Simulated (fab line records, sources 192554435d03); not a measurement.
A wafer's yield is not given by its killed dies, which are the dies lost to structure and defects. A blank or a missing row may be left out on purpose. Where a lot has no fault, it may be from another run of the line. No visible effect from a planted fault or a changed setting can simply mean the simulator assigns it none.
Split-lot trial    flow n5Finfet    on a route of 1938 steps: 7 lots, 39 wafers read

THE SPLIT ITSELF
At N5_DUMMY_GATE_ETCH_37 (etches SOC in N2/H2, target depth 60 nm, overetch 30 nm), the setting sourceW was moved away from the recipe's 840 W on 6 of the 39 wafers read, by -17.2% to +15.0%. All remaining wafers had this setting at the recipe value.

The split's own step is where the reading is taken.

THE READING
rfVppV, in V, at N5_DUMMY_GATE_ETCH_37 (etches SOC in N2/H2, target depth 60 nm, overetch 30 nm). On this fab line, fault-free wafers typically give 523.8 V with a standard deviation of 2.6 V.

wafer   tool, chamber at the split  sourceW as run, W  against the recipe  rfVppV, V  against lot-mates on the recipe
L081.1  rieDiel-01, 0               840                recipe              525.9      -
L081.2  rieDiel-01, 3               840                recipe              520.5      -
L081.3  rieDiel-01, 2               840                recipe              522.0      -
L081.4  rieDiel-01, 1               695.8              -17.2%              559.3      +36.5
L081.5  rieDiel-01, 0               695.8              -17.2%              557.5      +34.7
L081.6  rieDiel-01, 1               695.8              -17.2%              557.7      +34.9
L084.1  rieDiel-01, 0               840                recipe              525.6      -
L084.2  rieDiel-01, 2               965.7              +15.0%              500.5      -25.2
L084.3  rieDiel-01, 3               965.7              +15.0%              497.1      -28.6
L084.4  rieDiel-01, 1               965.7              +15.0%              501.6      -24.1
L084.5  rieDiel-01, 1               840                recipe              526.6      -
L084.6  rieDiel-01, 0               840                recipe              525.0      -
L085.1  rieDiel-05, 2               840                recipe              527.4      -
L085.2  rieDiel-05, 3               840                recipe              526.3      -
L085.3  rieDiel-05, 0               840                recipe              519.0      -
L085.4  rieDiel-05, 1               840                recipe              527.1      -
L085.5  rieDiel-05, 3               840                recipe              526.9      -
L085.6  rieDiel-05, 0               840                recipe              518.1      -
L086.1  rieDiel-03, 3               840                recipe              526.6      -
L086.2  rieDiel-03, 2               840                recipe              520.6      -
L086.3  rieDiel-03, 0               840                recipe              524.1      -
L086.4  rieDiel-03, 1               840                recipe              522.3      -
L086.5  rieDiel-03, 3               840                recipe              526.4      -
L086.6  rieDiel-03, 2               840                recipe              520.6      -
L089.1  rieDiel-01, 2               840                recipe              522.5      -
L089.2  rieDiel-01, 1               840                recipe              525.4      -
L089.3  rieDiel-01, 3               840                recipe              520.9      -
L089.4  rieDiel-01, 0               840                recipe              525.4      -
L089.5  rieDiel-01, 1               840                recipe              525.8      -
L089.6  rieDiel-01, 0               840                recipe              525.4      -
L091.1  rieDiel-01, 3               840                recipe              520.6      -
L091.2  rieDiel-01, 0               840                recipe              525.3      -
L091.6  rieDiel-01, 2               840                recipe              523.4      -
L092.1  rieDiel-05, 0               840                recipe              518.5      -
L092.2  rieDiel-05, 3               840                recipe              526.2      -
L092.3  rieDiel-05, 2               840                recipe              527.6      -
L092.4  rieDiel-05, 1               840                recipe              527.5      -
L092.5  rieDiel-05, 2               840                recipe              529.6      -
L092.6  rieDiel-05, 3               840                recipe              526.6      -

THE FIT
A straight line over all 39 wafers: rfVppV changes by -1.83 V for each +1% of sourceW; r = -0.97; the points scatter about the line by 3 V.
The same after taking each lot's own level away (the mean of its wafers on the recipe; 39 wafers): -1.92 V for each +1%; r = -0.97; scatter 2.9 V.
The reading moves by 33 V for the largest change in sourceW, on that fit.
Measured against the standard deviation above, the lots' own levels, which go from 522.80 to 526.00 V, span 1.2 times it.
Consequently the slope shifts little with the lot-to-lot level, the two slopes agreeing.
Check: for one of the wafers moved furthest among these (-17.2%), held out of the fit, the line's prediction against its lot-mates is +32.5 V. It came out at +36.5 V against them.
Tool readings at the split's step, against how far the setting was moved: rfVppV r = -0.97.

THE OTHER SPLITS THESE WAFERS WENT THROUGH
Other splits were also applied to these wafers ahead of the reading. Each is held against what the fit with the lots' levels taken away leaves over:
other split on the same wafers  wafers away from the commonest value  r with rfVppV (lot level and that fit taken away)
N5_WELL_APT_EPI_41 targetThkA   15                                    -0.03
N5_DUMMY_GATE_EXPOSE_12 doseMj  15                                    +0.06

FILE'S OWN FIT
rfVppV changes by -1.92 V for each +1% of sourceW, r = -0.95.
